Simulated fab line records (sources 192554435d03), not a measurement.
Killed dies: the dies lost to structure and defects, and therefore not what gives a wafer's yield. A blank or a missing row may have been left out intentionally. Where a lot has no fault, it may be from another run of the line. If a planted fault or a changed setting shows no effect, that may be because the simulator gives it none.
fab line records	flow n5-finfet	part 1 of 2: steps 1 to 23 of 30
record lots=5	wafers=15	last-day=18
route steps=1938 shown DUMMY_REMOVAL@380 HKMG_FIN@385
lots untouched by any fault: they come from a run of this same line in which no faults occurred
start-h: hours from the record's opening day to when the first of the lot's shown wafers began	wait-h: hours elapsed since this lot's preceding step	" the same as in the row above	L1.1+2: a single row standing in for several wafers	- value missing, or start not given	* or withheld: withheld	< > ~ a bound
route shown NAME@n: names a module that has steps shown in the file, with the first one's number in the route	usual: average and standard deviation across the fault-free wafers	same: alike in all rows	chamber/n: place in a boat	sites: the reading at each site	_std_site: the standard deviation of these	_edge_site: outer sites' mean less inner sites'	radius-mm: how far each site lies from the wafer's centre	mask NAME#n: copy n	behind: the most recent tool/chamber to have shaped the wafer	hold: why the lot was held/for how many hours/how that ended	device: whichever transistor did not switch (one of n, p or np)	end of line: the route-end tests of the same wafers	a step without rows: its recipe alone	killed: dies lost to structure and defects at the first sort, not the wafer's yield	map: dies across one wafer; x = killed, . = not, _ = none there
set.NAME: the setting as run; set.NAME@STEP: as run at that earlier step	model.NAME: the simulator's own value behind a step, which no gauge read
certain route steps with their lots: each step a table, each wafer a row
services: a tool's chamber out of use, with start hour (start-h, from the record's first day; less than 0 if before it), hours out, and reason
## steps
# step N5_DUMMY_REMOVAL_DUMMY_REMOVE_02
# recipe chemistry=TMAH	temp-c=70	target=poly-Si	stop-on=SiO2	target-depth-nm=142	conc-wt-pct=5	time-s=57	dry=ipa-marangoni	rinse-time-s=30	rinse-temp-c=23
# usual bath-guard-temp-C=70.0/0.48	conc-wt-pct=5.00/0.051
# same rinse-time-s=30
lot.wafer	tool	chamber	start-h	wait-h	bath-guard-temp-C	conc-wt-pct
L077.1	wet-bench-01	3	94.46	0.0	70.2	5.01
L077.5	"	2	"	"	69.8	4.93
L077.6	"	4	"	"	69.7	4.98
L086.1	wet-bench-05	0	148.55	0.0	69.3	5.02
L086.3	"	7	"	"	69.5	5.00
L086.5	"	5	"	"	70.3	4.99
L092.1	wet-bench-02	7	183.58	0.0	70.8	5.02
L092.3	"	0	"	"	70.3	5.05
L092.5	"	3	"	"	69.5	4.95
L094.4	wet-bench-02	3	191.50	0.0	69.9	5.05
L094.5	"	1	"	"	69.4	5.07
L094.6	"	7	"	"	70.9	5.04
L096.1	wet-bench-05	3	207.89	0.0	69.3	4.96
L096.4	"	1	"	"	71.0	5.00
L096.6	"	4	"	"	70.1	5.06
# step N5_DUMMY_REMOVAL_INSPECT_06
# recipe inspect-instrument=brightfield	mode=aei
# usual raw-defect-count=11/4.9
lot.wafer	tool	chamber	start-h	wait-h	raw-defect-count
L077.1	defect-inspect-01	-	94.55	0.0	14
L077.5	"	-	"	"	18
L077.6	"	-	"	"	12
L086.1	defect-inspect-02	-	148.61	0.0	6
L086.3	"	-	"	"	13
L086.5	"	-	"	"	12
L092.1	defect-inspect-02	-	183.63	0.0	15
L092.3	"	-	"	"	18
L092.5	"	-	"	"	10
L094.4	defect-inspect-02	-	191.56	0.0	10
L094.5	"	-	"	"	7
L094.6	"	-	"	"	10
L096.1	defect-inspect-02	-	207.94	0.0	10
L096.4	"	-	"	"	6
L096.6	"	-	"	"	12
# step N5_DUMMY_REMOVAL_PRECLEAN_08
# recipe chemistry=NF3:NH3	afs-cycles=2	temp-c=30	time-s=20	sublimation-temp-c=180	sublimation-time-s=60	pressure-torr=3	rf-power-w=30
lot.wafer	tool	chamber	start-h	wait-h
L077.1+5+6	remote-plasma-01	0	94.58	0.0
L086.1+3+5	remote-plasma-01	1	148.79	0.2
L092.1+3+5	remote-plasma-01	0	183.69	0.1
L094.4+5+6	remote-plasma-01	0	191.68	0.1
L096.1+4+6	remote-plasma-02	0	207.98	0.0
# step N5_DUMMY_REMOVAL_PRECLEAN_04
# recipe chemistry=DHF	time-s=37	temp-c=25	dilution=500:1
lot.wafer	tool	chamber	start-h	wait-h
L077.1+5+6	wet-bench-02	4,5,1	94.85	0.2
L086.1+3+5	wet-bench-05	6,7,4	149.00	0.2
L092.1+3+5	wet-bench-05	1,6,0	183.90	0.2
L094.4+5+6	wet-bench-01	7,4,5	191.80	0.1
L096.1+4+6	wet-bench-02	4,6,3	208.19	0.2
# step N5_DUMMY_REMOVAL_SRD_05
# recipe dry=ipa-marangoni	do-ppb=5	time-s=30	temp-c=23	rinse-liquid=diw
lot.wafer	tool	chamber	start-h	wait-h
L077.1+5+6	wet-bench-02	4,5,1	94.87	0.0
L086.1+3+5	wet-bench-05	6,7,4	149.02	0.0
L092.1+3+5	wet-bench-05	1,6,0	183.92	0.0
L094.4+5+6	wet-bench-01	7,4,5	191.81	0.0
L096.1+4+6	wet-bench-02	4,6,3	208.20	0.0
# step N5_HKMG_FIN_IL_REGROW_00
# recipe material=SiO2	target-thk-a=7.5	chemistry=O3	temp-c=withheld	time-s=30
lot.wafer	tool	chamber	start-h	wait-h
L077.1+5+6	ald-hk-02	0,3,0	94.91	0.0
L086.1+3+5	ald-hk-03	0,2,3	149.07	0.0
L092.1+3+5	ald-hk-03	2,1,1	183.96	0.0
L094.4+5+6	ald-hk-03	0,0,1	191.86	0.0
L096.1+4+6	ald-hk-03	0,2,3	208.25	0.0
# step N5_HKMG_FIN_HK_ALD_01
# recipe material=HfO2	target-thk-a=16	temp-c=withheld	ald-precursor-family=HfCl4	ald-co-reactant=H2O	pulse-time-s=3	purge-time-s=3	co-reactant-purge-time-s=2.5	co-reactant-pulse-time-s=0.3	ald-cycles=30
# usual precursor-pulse-height-rel=1.001/0.018
lot.wafer	tool	chamber	start-h	wait-h	precursor-pulse-height-rel
L077.1	ald-hk-02	0	94.96	0.0	0.988
L077.5	"	3	"	"	0.987
L077.6	"	0	"	"	0.990
L086.1	ald-hk-03	0	149.12	0.0	1.009
L086.3	"	2	"	"	1.000
L086.5	"	3	"	"	1.042
L092.1	ald-hk-03	2	184.01	0.0	0.991
L092.3	"	1	"	"	0.997
L092.5	"	1	"	"	0.995
L094.4	ald-hk-03	0	192.06	0.1	0.981
L094.5	"	0	"	"	0.991
L094.6	"	1	"	"	1.021
L096.1	ald-hk-03	0	208.30	0.0	1.024
L096.4	"	2	"	"	0.990
L096.6	"	3	"	"	1.010
# step N5_HKMG_FIN_HK_ANNEAL_02
# recipe temp-c=700	time-s=30	ambient=N2	idle-temp-c=600	ramp-up-c-per-s=150	ramp-down-c-per-s=60	cool-to-c=600
# usual lamp-power-pct=8.80/0.053	lamp_zone_1_pct=8.797/0.01	wafer_temp_C_max=702.9/0.66
lot.wafer	tool	chamber	start-h	wait-h	lamp-power-pct	lamp_zone_1_pct	wafer_temp_C_max
L077.1	rtp-anneal-01	0	95.15	0.1	8.83	8.792	702.0
L077.5	"	0	"	"	8.78	8.793	702.4
L077.6	"	0	"	"	8.81	8.796	702.5
L086.1	rtp-anneal-02	0	149.30	0.1	8.75	8.792	703.4
L086.3	"	0	"	"	8.71	8.818	702.3
L086.5	"	0	"	"	8.82	8.789	702.9
L092.1	rtp-anneal-02	0	184.20	0.1	8.81	8.794	702.7
L092.3	"	0	"	"	8.84	8.789	703.3
L092.5	"	0	"	"	8.80	8.784	702.7
L094.4	rtp-anneal-02	0	192.49	0.3	8.74	8.771	703.7
L094.5	"	0	"	"	8.86	8.794	702.7
L094.6	"	0	"	"	8.84	8.804	702.9
L096.1	rtp-anneal-02	0	208.73	0.4	8.74	8.805	703.8
L096.4	"	0	"	"	8.82	8.788	702.7
L096.6	"	0	"	"	8.77	8.789	703.2
# step N5_HKMG_FIN_ALD_74
# recipe material=La2O3	target-thk-a=5	temp-c=250	ald-precursor-family=La-Cp	ald-co-reactant=O3	pulse-time-s=6	co-reactant-pulse-time-s=1	purge-time-s=3	co-reactant-purge-time-s=3
# usual heater-power-w=344/45	precursor-pulse-height-rel=1.000/0.02
lot.wafer	tool	chamber	start-h	wait-h	heater-power-w	precursor-pulse-height-rel
L077.1	ald-hk-03	1	95.37	0.2	440	0.980
L077.5	"	2	"	"	363	1.006
L077.6	"	3	"	"	318	0.975
L086.1	ald-hk-01	0	149.53	0.2	349	0.972
L086.3	"	2	"	"	308	1.034
L086.5	"	0	"	"	341	1.010
L092.1	ald-hk-02	0	184.41	0.2	348	0.999
L092.3	"	2	"	"	268	1.019
L092.5	"	1	"	"	278	1.013
L094.4	ald-hk-02	1	192.61	0.1	276	0.971
L094.5	"	0	"	"	351	0.990
L094.6	"	1	"	"	283	1.013
L096.1	ald-hk-01	1	209.12	0.3	342	0.995
L096.4	"	2	"	"	305	0.999
L096.6	"	1	"	"	347	1.012
# step N5_HKMG_FIN_ALD_75
# recipe material=Al2O3	target-thk-a=10	temp-c=150	ald-precursor-family=TMA	ald-co-reactant=H2O	pulse-time-s=withheld	co-reactant-pulse-time-s=1
# usual heater-power-w=148/19	precursor-pulse-height-rel=0.993/0.018
lot.wafer	tool	chamber	start-h	wait-h	heater-power-w	precursor-pulse-height-rel
L077.1	ald-hk-03	1	95.44	0.0	184	0.997
L077.5	"	2	"	"	152	0.994
L077.6	"	3	"	"	143	1.025
L086.1	ald-hk-01	0	149.61	0.0	139	0.979
L086.3	"	2	"	"	130	1.047
L086.5	"	0	"	"	145	0.998
L092.1	ald-hk-02	0	184.49	0.0	154	0.972
L092.3	"	2	"	"	116	1.023
L092.5	"	1	"	"	123	0.986
L094.4	ald-hk-02	1	192.69	0.0	118	0.976
L094.5	"	0	"	"	153	1.008
L094.6	"	1	"	"	120	0.973
L096.1	ald-hk-01	1	209.20	0.0	147	0.998
L096.4	"	2	"	"	132	0.976
L096.6	"	1	"	"	150	0.992
# step N5_HKMG_FIN_COAT_41
# recipe resist=SOC	temp-c=250	time-s=60	spin-rpm=1500	resist-thk-nm=300
# usual dispense-pressure-kPa=50.3/0.77	heater-power-total-W=500.2/1.8
lot.wafer	tool	chamber	start-h	wait-h	dispense-pressure-kPa	heater-power-total-W
L077.1	litho-track-02	0	95.54	-	50.0	501.2
L077.5	"	0	"	"	50.0	503.3
L077.6	"	0	"	"	49.9	498.7
L086.1	litho-track-02	0	149.71	-	50.0	499.0
L086.3	"	0	"	"	50.0	501.1
L086.5	"	0	"	"	50.0	498.8
L092.1	litho-track-02	0	184.59	-	50.0	498.8
L092.3	"	0	"	"	50.0	497.7
L092.5	"	0	"	"	50.0	498.7
L094.4	litho-track-03	0	192.79	-	49.8	502.9
L094.5	"	0	"	"	49.8	497.4
L094.6	"	0	"	"	49.8	497.7
L096.1	litho-track-02	0	209.30	-	50.0	497.3
L096.4	"	0	"	"	50.0	498.1
L096.6	"	0	"	"	50.0	498.9
# step N5_HKMG_FIN_COAT_42
# recipe resist=SiARC	temp-c=220	time-s=60	spin-rpm=1500	resist-thk-nm=35
# usual dispense-pressure-kPa=50.4/0.77	heater-power-total-W=427.6/2.1
lot.wafer	tool	chamber	start-h	wait-h	dispense-pressure-kPa	heater-power-total-W
L077.1	litho-track-02	0	-	-	50.1	425.2
L077.5	"	0	"	"	50.0	426.4
L077.6	"	0	"	"	50.0	426.9
L086.1	litho-track-02	0	-	-	50.0	430.2
L086.3	"	0	"	"	50.0	425.1
L086.5	"	0	"	"	49.9	426.4
L092.1	litho-track-02	0	-	-	50.0	425.3
L092.3	"	0	"	"	50.0	426.8
L092.5	"	0	"	"	50.0	424.9
L094.4	litho-track-03	0	-	-	49.8	428.9
L094.5	"	0	"	"	49.8	424.1
L094.6	"	0	"	"	49.8	425.1
L096.1	litho-track-02	0	-	-	50.0	427.1
L096.4	"	0	"	"	50.0	426.9
L096.6	"	0	"	"	50.0	428.9
# step N5_HKMG_FIN_COAT_43
# recipe resist=CAR-ArF	spin-rpm=1500	resist-thk-nm=90
# usual dispense-pressure-kPa=50.3/0.77
lot.wafer	tool	chamber	start-h	wait-h	dispense-pressure-kPa
L077.1	litho-track-02	0	-	-	50.0
L077.5	"	0	"	"	50.0
L077.6	"	0	"	"	50.0
L086.1	litho-track-02	0	-	-	50.0
L086.3	"	0	"	"	50.0
L086.5	"	0	"	"	50.0
L092.1	litho-track-02	0	-	-	50.0
L092.3	"	0	"	"	50.0
L092.5	"	0	"	"	50.0
L094.4	litho-track-03	0	-	-	49.8
L094.5	"	0	"	"	49.7
L094.6	"	0	"	"	49.7
L096.1	litho-track-02	0	-	-	50.0
L096.4	"	0	"	"	50.0
L096.6	"	0	"	"	50.0
# step N5_HKMG_FIN_EBR_45
# recipe solvent=PGMEA	ebr-width-mm=1.5
lot.wafer	tool	chamber	start-h	wait-h
L077.1+5+6	litho-track-02	0	-	-
L086.1+3+5	litho-track-02	0	-	-
L092.1+3+5	litho-track-02	0	-	-
L094.4+5+6	litho-track-03	0	-	-
L096.1+4+6	litho-track-02	0	-	-
# step N5_HKMG_FIN_SOFTBAKE_44
# recipe temp-c=110	time-s=60	resist=CAR-ArF
# usual heater-power-total-W=175.2/1.7
lot.wafer	tool	chamber	start-h	wait-h	heater-power-total-W
L077.1	litho-track-02	0	-	-	173.2
L077.5	"	0	"	"	173.8
L077.6	"	0	"	"	177.2
L086.1	litho-track-02	0	-	-	177.5
L086.3	"	0	"	"	177.6
L086.5	"	0	"	"	174.4
L092.1	litho-track-02	0	-	-	177.4
L092.3	"	0	"	"	173.0
L092.5	"	0	"	"	173.0
L094.4	litho-track-03	0	-	-	177.2
L094.5	"	0	"	"	173.5
L094.6	"	0	"	"	173.0
L096.1	litho-track-02	0	-	-	177.2
L096.4	"	0	"	"	177.5
L096.6	"	0	"	"	174.7
# step N5_HKMG_FIN_EXPOSE_46
# recipe mask-id=NDIPOLE	na=1.35	source-shape=conventional	sigma-outer=0.8	polarization=unpolarized	dose-mj=40
lot.wafer	tool	chamber	start-h	wait-h	mask
L077.1+5+6	arfi-scanner-01	0	95.78	-	NDIPOLE#0
L086.1+3+5	arfi-scanner-01	0	149.82	-	NDIPOLE#0
L092.1+3+5	arfi-scanner-02	0	184.83	-	NDIPOLE#0
L094.4+5+6	arfi-scanner-02	0	193.05	-	NDIPOLE#0
L096.1+4+6	arfi-scanner-01	0	209.41	-	NDIPOLE#0
# step N5_HKMG_FIN_PEB_47
# recipe peb-temp-c=withheld	peb-time-s=60	resist=CAR-ArF
lot.wafer	tool	chamber	start-h	wait-h
L077.1+5+6	litho-track-03	0	95.84	0.1
L086.1+3+5	litho-track-02	0	149.88	0.1
L092.1+3+5	litho-track-03	0	184.89	0.1
L094.4+5+6	litho-track-02	0	193.09	0.0
L096.1+4+6	litho-track-02	0	209.47	0.1
# step N5_HKMG_FIN_DEVELOP_48
# recipe develop-time-s=30	developer=TMAH	resist=CAR-ArF	rinse-liquid=diw	dry=air-spin	dev-temp-c=23
lot.wafer	tool	chamber	start-h	wait-h
L077.1+5+6	litho-track-03	0	-	-
L086.1+3+5	litho-track-02	0	-	-
L092.1+3+5	litho-track-03	0	-	-
L094.4+5+6	litho-track-02	0	-	-
L096.1+4+6	litho-track-02	0	-	-
# step N5_HKMG_FIN_CD_MEAS_49
# recipe target-cd-nm=202	landing-energy-ev=500	detector=se-inlens	polarity=opening
# usual cd-nm=201.9/1.1
# same landing-energy-ev=500
lot.wafer	tool	chamber	start-h	wait-h	cd-nm
L077.1	cd-sem-03	0	95.91	-	202.1
L077.5	"	0	"	"	201.7
L077.6	"	0	"	"	201.3
L086.1	cd-sem-03	0	149.95	-	202.5
L086.3	"	0	"	"	202.0
L086.5	"	0	"	"	202.5
L092.1	cd-sem-02	0	184.96	-	201.0
L092.3	"	0	"	"	202.1
L092.5	"	0	"	"	201.3
L094.4	cd-sem-01	0	193.16	-	202.4
L094.5	"	0	"	"	202.3
L094.6	"	0	"	"	203.1
L096.1	cd-sem-02	0	209.54	-	202.3
L096.4	"	0	"	"	203.1
L096.6	"	0	"	"	201.1
# step N5_HKMG_FIN_OVL_MEAS_50
# recipe points-per-wafer=44
# usual NDIPOLE_OVL=0.2/0.79
lot.wafer	tool	chamber	start-h	wait-h	NDIPOLE_OVL[nm]
L077.1	overlay-02	0	95.94	0.0	0.5
L077.5	"	0	"	"	0.7
L077.6	"	0	"	"	1.1
L086.1	overlay-01	0	149.98	0.0	1.2
L086.3	"	0	"	"	1.9
L086.5	"	0	"	"	0.8
L092.1	overlay-02	0	184.99	0.0	0.4
L092.3	"	0	"	"	1.3
L092.5	"	0	"	"	0.8
L094.4	overlay-02	0	193.19	0.0	-0.1
L094.5	"	0	"	"	-0.7
L094.6	"	0	"	"	-0.9
L096.1	overlay-01	0	209.57	0.0	0.8
L096.4	"	0	"	"	1.3
L096.6	"	0	"	"	1.0
# step N5_HKMG_FIN_INSPECT_61
# recipe mode=adi	inspect-instrument=macro
# usual raw-defect-count=2.0/1.5
lot.wafer	tool	chamber	start-h	wait-h	raw-defect-count
L077.1	defect-inspect-01	-	95.96	0.0	2
L077.5	"	-	"	"	3
L077.6	"	-	"	"	2
L086.1	defect-inspect-02	-	150.00	0.0	3
L086.3	"	-	"	"	3
L086.5	"	-	"	"	2
L092.1	defect-inspect-02	-	185.01	0.0	2
L092.3	"	-	"	"	0
L092.5	"	-	"	"	3
L094.4	defect-inspect-02	-	193.22	0.0	1
L094.5	"	-	"	"	2
L094.6	"	-	"	"	1
L096.1	defect-inspect-02	-	209.59	0.0	4
L096.4	"	-	"	"	1
L096.6	"	-	"	"	0
# step N5_HKMG_FIN_DESCUM_53
# recipe chemistry=O2	time-s=7.9	source-power-w=50	bias-power-w=20	pressure-mtorr=20	rf-frequency-hz=2.712e+07	temp-c=40	resist=CAR-ArF	o2-flow-sccm=225
# usual bias-power-w=19.99/0.059	drypump-motor-current-A=5.8/0.4	oes-product-au=0.77/0.11	rf-vpp-V=243.2/1.4	showerhead-plenum-p-Torr=2.10/0.09	throttle-valve-pct=20.34/0.17
lot.wafer	tool	chamber	start-h	wait-h	bias-power-w	drypump-motor-current-A	oes-product-au	rf-hours-counter-h	rf-vpp-V	showerhead-plenum-p-Torr	throttle-valve-pct
L077.1	rie-diel-02	0	96.09	0.1	19.92	6.2	0.69	180	243.2	2.01	20.34
L077.5	"	3	"	"	19.99	6.6	0.71	-	242.9	2.09	20.19
L077.6	"	2	"	"	20.05	5.6	0.72	-	243.3	2.06	20.49
L086.1	rie-diel-04	1	150.65	0.7	19.93	5.4	0.69	213	244.5	2.17	20.30
L086.3	"	0	"	"	19.95	5.6	0.91	37	245.5	2.23	20.44
L086.5	"	1	"	"	19.98	5.4	0.69	-	244.7	2.17	20.30
L092.1	rie-diel-05	1	185.36	0.3	20.03	6.1	0.77	157	245.0	2.17	20.47
L092.3	"	3	"	"	20.02	5.5	0.91	24	243.4	2.02	20.29
L092.5	"	2	"	"	20.09	5.5	0.75	-	240.9	1.90	20.25
L094.4	rie-diel-05	2	193.39	0.2	20.02	5.4	0.74	177	240.7	1.90	20.27
L094.5	"	3	"	"	19.95	5.5	0.90	-	242.2	2.02	20.30
L094.6	"	0	"	"	20.02	5.1	0.95	-	242.1	2.14	19.85
L096.1	rie-diel-02	3	209.63	0.0	20.05	6.6	0.68	219	242.7	2.07	20.25
L096.4	"	0	"	"	19.87	6.1	0.67	-	241.4	2.00	20.43
L096.6	"	3	"	"	19.93	6.5	0.68	-	242.3	2.07	20.25
# step N5_HKMG_FIN_ETCH_54
# recipe chemistry=CF4	target=SiARC	target-depth-a=455	mask-material=CAR-ArF	time-s=75.8	ion-energy-ev=80	pressure-mtorr=40	source-w=545	bias-w=36	Ar_flow_sccm=100	cf4-flow-sccm=100	ends=cleared
# usual bias-w=36.00/0.11	drypump-motor-current-A=5.8/0.4	etch-rf-on-time-s=77.3/2.7	oes-product-au=0.65/0.092	rf-vpp-V=184.0/1.2	showerhead-plenum-p-Torr=2.15/0.082	throttle-valve-pct=15.55/0.22
lot.wafer	tool	chamber	start-h	wait-h	bias-w	drypump-motor-current-A	etch-rf-on-time-s	oes-product-au	rf-hours-counter-h	rf-vpp-V	showerhead-plenum-p-Torr	throttle-valve-pct
L077.1	rie-diel-02	0	96.13	0.0	36.01	6.2	75.8	0.61	180	184.5	2.05	15.44
L077.5	"	3	"	"	36.05	6.5	80.5	0.59	-	184.0	2.13	15.32
L077.6	"	2	"	"	36.01	5.6	75.4	0.61	-	184.4	2.13	15.80
L086.1	rie-diel-04	1	150.69	0.0	36.10	5.5	75.8	0.60	213	184.8	2.21	15.45
L086.3	"	0	"	"	35.90	5.6	74.8	0.76	37	185.4	2.28	15.62
L086.5	"	1	"	"	35.89	5.5	76.3	0.60	-	184.6	2.21	15.45
L092.1	rie-diel-05	1	185.39	0.0	35.87	6.1	77.1	0.64	157	183.9	2.23	15.73
L092.3	"	3	"	"	35.91	5.6	70.6	0.81	24	183.3	2.12	15.71
L092.5	"	2	"	"	35.93	5.5	79.9	0.60	-	182.8	1.96	15.54
L094.4	rie-diel-05	2	193.42	0.0	35.90	5.4	81.2	0.61	177	182.3	1.96	15.53
L094.5	"	3	"	"	35.86	5.5	72.8	0.79	-	183.3	2.12	15.73
L094.6	"	0	"	"	35.81	5.1	72.1	0.82	-	184.5	2.20	15.12
L096.1	rie-diel-02	3	209.66	0.0	36.08	6.5	81.6	0.57	219	183.4	2.11	15.39
L096.4	"	0	"	"	36.01	6.1	75.2	0.59	-	182.2	2.04	15.54
L096.6	"	3	"	"	36.13	6.5	81.5	0.56	-	185.0	2.11	15.38
